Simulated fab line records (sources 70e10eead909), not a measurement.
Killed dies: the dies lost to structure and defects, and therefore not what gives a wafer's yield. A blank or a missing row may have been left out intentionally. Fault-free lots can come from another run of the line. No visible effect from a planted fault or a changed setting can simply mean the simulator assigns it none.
Comparing a struck lot with a sound one || flow nandHarc || 13 out of 1302 route steps
Sound: the wafers L912.1, L912.2, L912.4. Struck: wafers L903.1, L903.6 (left out: L903.3, a lot-mate that was not struck); the cause follows at the end.
At each step with rows: each side's tool, then ch and its chambers, then its first start. Under that, the readings that differ: sound wafers || struck wafers || difference of the means || sigmas: that difference in standard deviations of wafers without a fault.
alike: readings with means less than 2 such deviations apart, plus words and numbers identical on both sides. not compared: withheld readings, readings lacking a value on some wafer, bounds such as >300 that could conceal the same value, and numbers that have no deviation in the record and whose values overlap.
Wherever a step has rows on one side only, a row that says differs or no value, or a row with sigmas, the two part there. Numbers that have no deviation but don't overlap get no sigmas and don't part them. A reading that every wafer of one side lacks parts them only if that side has two wafers or more.

NHARC_A_ZERO_WELL_INSPECT_17:
  struck on defectInspect-02, day 9 06:04; sound on defectInspect-01, day 12 18:24
  alike: rawDefectCount
then, 3 steps without rows for these wafers: NHARC_A_SOURCE_PLATE_PRECLEAN_00 (cleans in HF-LAST, time 60 s); NHARC_A_SOURCE_PLATE_SRD_01; NHARC_A_SOURCE_PLATE_OXIDE_02 (material SiO2, target thk 10 nm, ox time 1362 s).
NHARC_A_SOURCE_PLATE_THK_MEAS_09: measures by ellipsometry.
  struck on filmMetro-01, day 9 12:52; sound on filmMetro-01, day 13 01:11
  alike: thkNm
then, 3 steps without rows for these wafers: NHARC_A_SOURCE_PLATE_PVD_04 (deposits WSi2, target thk 50 nm); NHARC_A_SOURCE_PLATE_CVD_03 (deposits poly-Si, target thk 200 nm, time 4000 s); NHARC_A_SOURCE_PLATE_ANNEAL_05 (time 1800 s).
NHARC_A_SOURCE_PLATE_THK_MEAS_06: measures by ellipsometry.
  struck on filmMetro-02, day 10 01:47; sound on filmMetro-02, day 13 13:42
  alike: thkNm
NHARC_A_SOURCE_PLATE_INSPECT_08:
  struck on defectInspect-02, day 10 01:53; sound on defectInspect-01, day 13 13:46
  alike: rawDefectCount
NHARC_A_ONON_D1_DEP_00: target thk 1000 nm.
  sound on pecvdOnon-01 ch 0, day 13 13:50; struck on pecvdOnon-01 ch 0, day 10 01:57
NHARC_A_ONON_D1_THK_MEAS_02: measures by ellipsometry.
  struck on filmMetro-01, day 10 02:28; sound on filmMetro-02, day 13 14:20
{"reading": "thkNm (nm)", "sound": "996 995 995", "struck": "694 693", "difference": -302, "sigmas": -30}
after that, 1 step with no rows for these wafers: NHARC_A_ONON_D1_DEP_03 (target thk 1000 nm).

== WHERE THEY PART ==
At NHARC_A_ONON_D1_THK_MEAS_02 and nowhere else, as far as this record goes.

WHY: the cause the simulator had injected
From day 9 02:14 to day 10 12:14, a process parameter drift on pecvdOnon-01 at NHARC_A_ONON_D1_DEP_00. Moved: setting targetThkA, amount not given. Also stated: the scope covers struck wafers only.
